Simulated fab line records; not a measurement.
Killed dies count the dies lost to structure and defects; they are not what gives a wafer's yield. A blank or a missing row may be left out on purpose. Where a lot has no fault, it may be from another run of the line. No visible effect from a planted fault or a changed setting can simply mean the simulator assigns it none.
fab line records    flow n5-finfet
[record] lots = 5  wafers = 15  last-day = 18
route steps=1938 shown SD_EPI_N@276 SD_EPI_P@295 SD_ACTIVATION@332 MOL_CONTACT_COAG@537 BEOL_M4@1111
lots untouched by any fault: they come from a run of this same line in which no faults occurred
start-h: hours from the record's first day to the start of the lot's first wafer shown    wait-h: hours elapsed since this lot's preceding step    " as in the row above    L1.1+2: several wafers, shown together as one row    - no value, or no start given    * or withheld: withheld    < > ~ a bound
route shown NAME@n: NAME is a module with steps in the file, n the number in the route of the first one    usual: mean/standard deviation of fault-free wafers    same: alike in all rows    chamber/n: place in a boat    sites: each site's reading    _std_site: the values' standard deviation    _edge_site: mean of outer sites minus mean of inner sites    radius-mm: for every site, how far away it sits from the centre of the wafer    mask NAME#n: copy n    behind: the most recent tool/chamber to have shaped the wafer    hold: the reason the lot was held/the length of the hold in hours/how it ended    device: which transistor (n, p or np) failed to switch    end of line: the route-end tests of the same wafers    step lacking rows: just its recipe    killed: dies lost to structure and defects at the first sort, not the wafer's yield    map: a wafer's dies, marking killed ones x, the rest . and places with no die _
set.NAME: the setting that was run; set.NAME@STEP: the one run at that earlier step    model.NAME: the simulator's own value behind a step, which no gauge read
lots at some steps of the route; a table a step, a row a wafer
services: a tool's chamber out of use, with start hour (start-h, from the record's first day; less than 0 if before it), hours out, and reason
[[steps]]
[step N5_SD_EPI_N_STRIP_36]
[recipe] chemistry = N2/H2  temp-c = 40  n2-flow-sccm = 200  h2-flow-sccm = 200  rf-frequency-hz = 6e+07
[step N5_SD_EPI_N_ETCHBACK_44]
[recipe] chemistry = CH3F/O2  mode = anisotropic-etchback  target = SiNx  target-depth-a = 145  stop-on = SiO2  over-etch-frac = 0.3  ion-energy-ev = 120  pressure-mtorr = 30  source-w = 395  bias-w = 73  Ar_flow_sccm = 150  CH3F_flow_sccm = 30  O2_flow_sccm = 20
[step N5_SD_EPI_N_ETCH_45]
[recipe] chemistry = CH3F/O2  target = SiOCN  target-depth-a = 60  mask-material = SOC  ion-energy-ev = 60  bias-w = 29  pressure-mtorr = 15  source-w = 410  Ar_flow_sccm = 150  CH3F_flow_sccm = 30  O2_flow_sccm = 20
[step N5_SD_EPI_N_ETCH_16]
[recipe] chemistry = CHF3/O2  target = SiO2  target-depth-a = 50  mask-material = SOC  pressure-mtorr = 30  source-w = 650  bias-w = 170  Ar_flow_sccm = 200  CHF3_flow_sccm = 50  O2_flow_sccm = 5  ion-energy-ev = 200
[step N5_SD_EPI_N_STRIP_47]
[recipe] chemistry = CHF3/O2  resist = SiARC  rf-frequency-hz = 6e+07
[step N5_SD_EPI_N_SD_RECESS_17]
[recipe] chemistry = HBr/Cl2/O2  target-depth-a = 410  mask-material = SOC  time-s = 23.7  bt-time-s = 3  pressure-mtorr = 10  icp-w = 800  bias-w = 112  HBr_flow_sccm = 150  Cl2_flow_sccm = 80  O2_flow_sccm = 12
[step N5_SD_EPI_N_STRIP_38]
[recipe] chemistry = N2/H2  power-w = 1000  temp-c = 250  h2-frac = 0.65  overash-fraction = 0.3  pressure-mtorr = withheld  n2-flow-sccm = 1750  h2-flow-sccm = 3250
[step N5_SD_EPI_N_WET_ETCH_43]
[recipe] chemistry = dHF  dilution = withheld  time-s = 14  target = SiO2  target-depth-a = 15  temp-c = 25
[step N5_SD_EPI_N_STRIP_18]
[recipe] chemistry = SPM  time-s = 750  temp-c = 130  h2so4-h2o2-vol-ratio = 4
[step N5_SD_EPI_N_SRD_20]
[recipe] dry = ipa-marangoni  do-ppb = 5  time-s = 30  temp-c = 23  rinse-liquid = diw
[step N5_SD_EPI_N_PRECLEAN_48]
[recipe] chemistry = NF3:NH3  afs-cycles = 2  temp-c = 30  time-s = 20  sublimation-temp-c = 180  sublimation-time-s = 60  pressure-torr = 3  rf-power-w = 30
[step N5_SD_EPI_N_VAPOR_ETCH_50]
[recipe] chemistry = HCl  target = Si  temp-c = 775  time-s = 54  pressure-torr = 20  mode = isotropic
[step N5_SD_EPI_N_EPI_21]
[recipe] material = Si:P  dopant = P  temp-c = 680  pressure-torr = 255  time-s = 690
[usual] chamber-pressure-Torr = 255.0/0.51  susceptor-temp-C = 679.97/0.27  susceptor_temp_C_max = 681.9/0.73
lot.wafer  tool          chamber  start-h  wait-h  chamber-pressure-Torr  susceptor-temp-C  susceptor_temp_C_max  model.Si-P_of_SD_EPI_N_EPI_21.thk-nm
L514.3     epi-rpcvd-02  0        68.91    0.7     255.2                  667.87            670.2                 47.2
L514.4     "             0        "        "       254.7                  668.12            670.7                 46.4
L514.6     "             0        "        "       254.6                  667.82            670.7                 47.4
L515.1     epi-rpcvd-02  0        77.46    0.2     255.0                  667.78            671.9                 46.4
L515.3     "             0        "        "       255.3                  667.58            671.1                 46.2
L515.5     "             0        "        "       254.6                  667.80            669.4                 47
L517.1     epi-rpcvd-02  0        90.30    0.2     254.9                  667.84            670.3                 47.2
L517.2     "             0        "        "       254.6                  668.43            670.4                 47.8
L517.4     "             0        "        "       254.5                  667.94            670.2                 47.6
L531.2     epi-rpcvd-01  0        171.21   0.4     255.6                  680.15            682.6                 58.4
L531.3     "             0        "        "       255.1                  679.83            681.4                 59
L531.4     "             0        "        "       254.8                  680.28            682.0                 58.6
L534.2     epi-rpcvd-02  0        196.19   0.4     254.6                  680.13            683.6                 59.2
L534.4     "             0        "        "       255.1                  679.96            682.4                 58.8
L534.6     "             0        "        "       255.1                  679.82            682.0                 58.2
[step N5_SD_EPI_N_EPI_MEAS_23]
[recipe] mode = xrd
[usual] thk-nm = 58.8/1.2
lot.wafer  tool           chamber  start-h  wait-h  thk-nm
L514.3     film-metro-02  -        70.07    0.9     47.1
L514.4     "              -        "        "       43.9
L514.6     "              -        "        "       46.3
L515.1     film-metro-02  -        79.73    1.9     45.0
L515.3     "              -        "        "       46.9
L515.5     "              -        "        "       48.2
L517.1     film-metro-02  -        92.58    1.9     44.4
L517.2     "              -        "        "       48.5
L517.4     "              -        "        "       48.3
L531.2     film-metro-01  -        172.65   1.2     59.6
L531.3     "              -        "        "       57.4
L531.4     "              -        "        "       58.9
L534.2     film-metro-02  -        197.63   1.2     58.3
L534.4     "              -        "        "       58.3
L534.6     "              -        "        "       58.4
[step N5_SD_EPI_N_PRECLEAN_24]
[recipe] chemistry = O3/DIW  time-s = 60  temp-c = 22  o3-ppm = 10
[step N5_SD_EPI_N_SRD_25]
[recipe] time-s = 30  temp-c = 23  rinse-liquid = diw  dry = ipa-marangoni
[step N5_SD_EPI_N_PRECLEAN_49]
[recipe] chemistry = NF3:NH3  afs-cycles = 1  temp-c = 30  time-s = 20  sublimation-temp-c = 180  sublimation-time-s = 60  pressure-torr = 3  rf-power-w = 30
[step N5_SD_EPI_N_LINER_46]
[recipe] material = SiNx  target-thk-a = 30  temp-c = 400  ald-precursor-family = SiH2I2  ald-co-reactant = N2/H2-plasma  pressure-torr = 2
[step N5_SD_EPI_P_COAT_34]
[recipe] resist = SOC  temp-c = 250  time-s = 60  spin-rpm = 1500  resist-thk-nm = 350
[step N5_SD_EPI_P_COAT_35]
[recipe] resist = SiARC  temp-c = 220  time-s = 60  spin-rpm = 1500  resist-thk-nm = 35
[step N5_SD_EPI_P_COAT_03]
[recipe] resist = CAR-ArF-block  spin-rpm = 1500  resist-thk-nm = 150
[step N5_SD_EPI_P_EBR_05]
[recipe] solvent = PGMEA  ebr-width-mm = 1.5
[step N5_SD_EPI_P_SOFTBAKE_04]
[recipe] temp-c = 110  time-s = 60  resist = CAR-ArF-block
[step N5_SD_EPI_P_EXPOSE_06]
[recipe] mask-id = SD_P_BLK  na = 1.35  source-shape = conventional  sigma-outer = 0.8  polarization = unpolarized  target-cd-nm = 240  dose-mj = 39.5
[step N5_SD_EPI_P_PEB_07]
[recipe] peb-temp-c = 110  peb-time-s = 60  resist = CAR-ArF-block
[step N5_SD_EPI_P_DEVELOP_08]
[recipe] develop-time-s = 30  developer = TMAH  resist = CAR-ArF-block  dev-temp-c = 23  rinse-liquid = diw  dry = air-spin
[step N5_SD_EPI_P_DESCUM_14]
[recipe] chemistry = O2  time-s = 7.9  source-power-w = 50  bias-power-w = 20  pressure-mtorr = 20  rf-frequency-hz = 2.712e+07  temp-c = 40  resist = CAR-ArF-block  o2-flow-sccm = 225
[step N5_SD_EPI_P_ETCH_36]
[recipe] chemistry = CF4  target = SiARC  target-depth-a = 455  mask-material = CAR-ArF-block  time-s = 75.8  ion-energy-ev = 80  pressure-mtorr = 40  source-w = 545  bias-w = 36  Ar_flow_sccm = 100  cf4-flow-sccm = 100  ends = cleared
[step N5_SD_EPI_P_ETCH_37]
[recipe] chemistry = N2/H2  target = SOC  overetch-a = 1080  mask-material = SiARC  temp-c = 40  ion-energy-ev = 100  source-w = 3000  bias-w = 133  pressure-mtorr = 20  time-s = 486  n2-flow-sccm = 200  h2-flow-sccm = 200  ends = end-point
[step N5_SD_EPI_P_STRIP_38]
[recipe] chemistry = N2/H2  temp-c = 40  n2-flow-sccm = 200  h2-flow-sccm = 200  rf-frequency-hz = 6e+07
[step N5_SD_EPI_P_ETCHBACK_46]
[recipe] chemistry = CH3F/O2  mode = anisotropic-etchback  target = SiNx  target-depth-a = 175  stop-on = SiO2  over-etch-frac = 0.3  ion-energy-ev = 120  pressure-mtorr = 30  source-w = 395  bias-w = 73  Ar_flow_sccm = 150  CH3F_flow_sccm = 30  O2_flow_sccm = 20
[step N5_SD_EPI_P_ETCH_47]
[recipe] chemistry = CH3F/O2  target = SiOCN  target-depth-a = 250  mask-material = SOC  ion-energy-ev = 60  bias-w = 29  pressure-mtorr = 30  source-w = 410  Ar_flow_sccm = 150  CH3F_flow_sccm = 30  O2_flow_sccm = 20
[step N5_SD_EPI_P_ETCH_16]
[recipe] chemistry = CHF3/O2  target = SiO2  target-depth-a = 50  mask-material = SOC  pressure-mtorr = 30  source-w = 650  bias-w = 170  Ar_flow_sccm = 200  CHF3_flow_sccm = 50  O2_flow_sccm = 5  ion-energy-ev = 200
[step N5_SD_EPI_P_STRIP_50]
[recipe] chemistry = CHF3/O2  resist = SiARC  rf-frequency-hz = 6e+07
[step N5_SD_EPI_P_SD_RECESS_17]
[recipe] chemistry = HBr/Cl2/O2  target-depth-a = 391  bt-time-s = 3  pressure-mtorr = 10  icp-w = 800  bias-w = 112  HBr_flow_sccm = 150  Cl2_flow_sccm = 80  O2_flow_sccm = 12
[step N5_SD_EPI_P_WET_ETCH_45]
[recipe] chemistry = dHF  dilution = withheld  time-s = 10.7  target = SiO2  target-depth-a = 20  temp-c = 25  dry = ipa-marangoni  rinse-time-s = 30  rinse-temp-c = 23
[step N5_SD_EPI_P_STRIP_40]
[recipe] chemistry = N2/H2  power-w = 1000  temp-c = 250  h2-frac = 0.65  overash-fraction = 0.3  pressure-mtorr = withheld  n2-flow-sccm = 1750  h2-flow-sccm = 3250
[step N5_SD_EPI_P_PRECLEAN_52]
[recipe] chemistry = O3/DIW  time-s = 60  temp-c = 22  o3-ppm = 10
[step N5_SD_ACTIVATION_RS_MEAS_03]
[recipe] thk-meas-gauge = four-point-probe
[usual] RS_SD_N = 22.0/0.32  RS_SD_P = 56.4/0.8
lot.wafer  tool           chamber  start-h  wait-h  RS_SD_N[ohm/sq]  RS_SD_P[ohm/sq]
L514.3     film-metro-02  -        77.37    0.2     27.2             56.5
L514.4     "              -        "        "       27.5             56.2
L514.6     "              -        "        "       27.1             57.5
L515.1     film-metro-02  -        85.73    0.2     27.4             57.4
L515.3     "              -        "        "       27.5             56.3
L515.5     "              -        "        "       26.7             56.4
L517.1     film-metro-02  -        98.86    0.2     27.2             56.5
L517.2     "              -        "        "       26.8             56.1
L517.4     "              -        "        "       27.0             56.0
L531.2     film-metro-01  -        178.07   0.2     22.2             56.8
L531.3     "              -        "        "       22.1             57.4
L531.4     "              -        "        "       22.1             57.1
L534.2     film-metro-01  -        203.27   0.2     21.9             56.9
L534.4     "              -        "        "       22.3             55.9
L534.6     "              -        "        "       22.3             56.3
[step N5_MOL_CONTACT_COAG_ETCH_15]
[recipe] chemistry = CH3F/O2  target = SiNx  target-depth-a = 70  mask-material = SOC  stop-on = Si:P  over-etch-frac = 0.75  ion-energy-ev = 120  pressure-mtorr = 30  source-w = 395  bias-w = 73  Ar_flow_sccm = 150  CH3F_flow_sccm = 30  O2_flow_sccm = 20
[usual] drypump-motor-current-A = 5.6/0.41  oes-product-au = 0.58/0.066  rf-vpp-V = 296.4/2.3  showerhead-plenum-p-Torr = 2.01/0.07  throttle-valve-pct = 16.37/0.28
lot.wafer  tool         chamber  start-h  wait-h  drypump-motor-current-A  oes-product-au  rf-hours-counter-h  rf-vpp-V  showerhead-plenum-p-Torr  throttle-valve-pct  model.Si-P_of_SD_EPI_N_EPI_21.thk-nm
L514.3     rie-diel-01  0        105.82   0.0     6.2                      0.52            201                 294.6     1.99                      16.73               46.6
L514.4     "            2        "        "       5.3                      0.59            91                  294.5     1.93                      16.06               45.6
L514.6     "            2        "        "       5.3                      0.58            -                   294.5     1.93                      16.05               46.8
L515.1     rie-diel-05  2        117.07   0.0     5.6                      0.65            44                  295.5     1.95                      16.46               45.8
L515.3     "            0        "        "       5.5                      0.67            20                  295.1     1.96                      16.02               45.6
L515.5     "            2        "        "       5.7                      0.65            -                   295.0     1.95                      16.46               46.4
L517.1     rie-diel-05  0        128.43   0.0     5.5                      0.65            21                  297.2     1.96                      16.01               46.6
L517.2     "            3        "        "       5.0                      0.67            11                  302.3     2.14                      16.13               47.2
L517.4     "            2        "        "       5.6                      0.65            50                  295.9     1.95                      16.48               46.8
L531.2     rie-diel-01  1        207.18   0.0     5.6                      0.51            235                 296.1     1.98                      16.55               57.6
L531.3     "            0        "        "       6.2                      0.51            235                 294.2     1.98                      16.79               58.2
L531.4     "            2        "        "       5.3                      0.56            125                 295.6     1.92                      16.14               57.8
L534.2     rie-diel-06  1        231.92   0.0     6.2                      0.62            60                  294.3     2.12                      16.44               58.4
L534.4     "            0        "        "       4.8                      0.60            -                   299.0     2.11                      16.47               58
L534.6     "            2        "        "       5.8                      0.51            -                   293.7     1.97                      16.60               57.4
[step N5_BEOL_M4_RC_MEAS_101]
[usual] DIBL_N = 35.7/1.3  DIBL_P = 35.4/1.8  IOFF_N = 0.152/0.027  IOFF_P = 0.20/0.034  ION_N = 672/9.8  ION_P = 461/7.5  REXT_N = 74.7/1.5  RS_SD_N = 28.5/0.38  SS_N = 71.4/0.55  SS_P = 73.1/0.61  VT_N = 251/3.3  VT_P = -251/3.6
lot.wafer  tool       chamber  start-h  wait-h  DIBL_N[mV/V]  DIBL_P[mV/V]  IOFF_N[nA/um]  IOFF_P[nA/um]  ION_N[uA/um]  ION_P[uA/um]  REXT_N[ohm.um]  RS_SD_N[ohm/sq]  SS_N[mV/dec]  SS_P[mV/dec]  VT_N[mV]  VT_P[mV]
L514.3     prober-02  0        181.50   0.3     35.4          36.3          0.164          0.19           673           464           80.2            35.2             71.4          73.0          251       -252
L514.4     "          0        "        "       37.8          37.7          0.190          0.20           671           456           80.8            36.2             72.3          73.9          250       -251
L514.6     "          0        "        "       35.3          35.2          0.150          0.17           668           456           79.5            35.2             71.5          72.6          252       -254
L515.1     prober-01  0        191.09   0.0     37.0          37.9          0.183          0.20           677           468           82.7            35.4             71.7          73.1          251       -254
L515.3     "          0        "        "       36.6          36.7          0.166          0.18           672           458           83.8            35.6             71.3          72.8          252       -255
L515.5     "          0        "        "       37.5          37.1          0.186          0.19           672           456           82.5            34.6             71.4          73.1          250       -254
L517.1     prober-02  0        200.27   0.0     36.4          37.1          0.164          0.24           675           474           78.0            35.1             70.9          73.0          249       -245
L517.2     "          0        "        "       34.9          34.2          0.130          0.18           666           462           78.2            34.5             70.6          72.3          254       -247
L517.4     "          0        "        "       35.4          35.8          0.146          0.21           666           464           77.9            34.9             71.2          72.0          250       -247
L531.2     prober-02  0        281.75   0.8     36.6          36.9          0.156          0.19           670           456           75.4            28.6             71.6          73.8          249       -252
L531.3     "          0        "        "       35.5          35.8          0.146          0.17           668           451           75.1            28.2             71.1          72.8          249       -257
L531.4     "          0        "        "       33.7          33.4          0.118          0.14           657           449           74.3            28.5             71.7          72.6          251       -258
L534.2     prober-02  0        318.63   0.2     33.7          33.3          0.112          0.18           669           470           71.2            28.7             70.2          72.8          255       -250
L534.4     "          0        "        "       32.7          31.1          0.097          0.15           661           459           70.5            28.6             71.1          72.6          258       -252
L534.6     "          0        "        "       32.1          30.5          0.093          0.16           651           457           72.1            28.8             70.2          72.6          257       -253
[[services]]
tool          chamber  start-h  hours  kind
rie-diel-05   0        54.38    -      clean
rie-diel-05   0        54.38    -      consumable-replace:focus-ring
rie-diel-05   0        54.38    18.2   scheduled-down
rie-diel-05   0        54.38    18.2   vent-cycle
epi-rpcvd-01  -        58.43    0.9    repair
epi-rpcvd-02  -        67.37    0.4    repair
epi-rpcvd-01  -        77.88    2.8    pm
rie-diel-05   3        77.97    4.6    repair
rie-diel-05   3        82.67    -      clean
rie-diel-05   3        82.67    -      consumable-replace:focus-ring
rie-diel-05   3        82.67    -      consumable-replace:showerhead
rie-diel-05   3        82.67    23.6   scheduled-down
rie-diel-05   3        82.67    23.6   vent-cycle
rie-diel-05   1        106.24   -      clean
rie-diel-05   1        106.24   -      consumable-replace:focus-ring
rie-diel-05   1        106.24   21.1   scheduled-down
rie-diel-05   1        106.24   21.1   vent-cycle
epi-rpcvd-02  -        111.95   1.8    repair
rie-diel-06   0        149.96   9.6    repair
rie-diel-06   -        186.01   2.8    pm
rie-diel-06   2        193.07   5.0    repair
rie-diel-06   3        217.63   -      clean
rie-diel-06   3        217.63   -      consumable-replace:focus-ring
epi-rpcvd-02  -        222.26   2.6    repair
[[key]]
[first-sign] step = N5_SD_EPI_N_EPI_21  reading = susceptor-temp-C  direction = down  sigmas = 44  usual = *  struck = *
[effect] step = N5_SD_EPI_N_EPI_21  reading = susceptor_temp_C_max  direction = down  sigmas = 15  usual = *  struck = *
[effect] step = N5_SD_EPI_N_EPI_MEAS_23  reading = thk-nm  direction = down  sigmas = 10  usual = *  struck = *
[effect] step = N5_SD_ACTIVATION_RS_MEAS_03  reading = RS_SD_N  direction = up  sigmas = 16  usual = 22.0  struck = 27.2
[effect] step = N5_BEOL_M4_RC_MEAS_101  reading = RS_SD_N  direction = up  sigmas = 18  usual = 28.5  struck = 35.2
[effect] step = N5_BEOL_M4_RC_MEAS_101  reading = REXT_N  direction = up  sigmas = 3.7  usual = 74.7  struck = 80.4
[model-effect] step = N5_SD_EPI_N_EPI_21  value = Si-P_of_SD_EPI_N_EPI_21.thk-nm  without = 59.53  struck = 47.02
[model-effect] step = N5_MOL_CONTACT_COAG_ETCH_15  value = Si-P_of_SD_EPI_N_EPI_21.thk-nm  without = 58.83  struck = 46.46
met-at N5_SD_EPI_N_EPI_21
struck-wafers L514.3,L514.4,L514.6,L515.1,L515.3,L515.5,L517.1,L517.2,L517.4
[fault] kind = process-parameter-drift  tool = epi-rpcvd-02  chamber = -  onset-h = 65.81  steps = N5_SD_EPI_N_EPI_21  channel = temp-c  offset = *  shape = step  end-h = 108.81  acts-in = *  stated = *
